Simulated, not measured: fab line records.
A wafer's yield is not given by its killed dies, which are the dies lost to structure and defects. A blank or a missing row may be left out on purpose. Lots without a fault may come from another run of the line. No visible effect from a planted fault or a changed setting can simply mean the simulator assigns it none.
Chamber matching -- flow n5-finfet -- N5_BEOL_M0_SAQP_MANDREL2_REMOVE_110 on rie-si-06 has 4 sister chambers
The step chemistry HBr/Cl2/O2, target a-Si, stops on SiCN, bt time 10 s. 4 wafers are shown with their chamber, then 12 later ones without.

== WAFERS WITH THEIR CHAMBER ==
wafer,chamber,drypump-motor-current-A (A)
L087.3,1,6.7
L092.1,2,5.8
L092.2,3,5.3
L092.3,0,6.6

== WAFERS WHOSE CHAMBER IS MISSING ==
wafer,drypump-motor-current-A (A)
L093.1,5.3
L093.2,6.6
L093.3,6.7
L095.1,5.8
L095.3,6.7
L095.6,6.7
L096.2,6.7
L096.3,5.8
L096.6,5.8
L097.1,6.6
L097.3,5.3
L097.6,5.2

== WHICH CHAMBER EACH WENT THROUGH ==
wafer,from the rows above,in truth
L093.1,3,3
L093.2,0,0
L093.3,1,1
L095.1,2,2
L095.3,1,1
L095.6,1,1
L096.2,1,1
L096.3,2,2
L096.6,2,2
L097.1,0,0
L097.3,3,3
L097.6,3,3
Correctly placed: 12 of 12. From these rows, 0 cannot be placed. Placed wrongly: 0.
How it was worked out, from the rows above alone: a wafer's distance from a chamber is the root of the sum, over the readings, of the square of ((its reading less the chamber's mean) divided by the reading's scatter). If the next closest chamber is less than 2 further off than the closest, the wafer can't be placed; otherwise it belongs to the closest. Each chamber's mean is taken over the wafers shown for it. The scatter: root of mean squared gap, hidden wafer to nearest shown wafer, with one shown wafer a chamber.
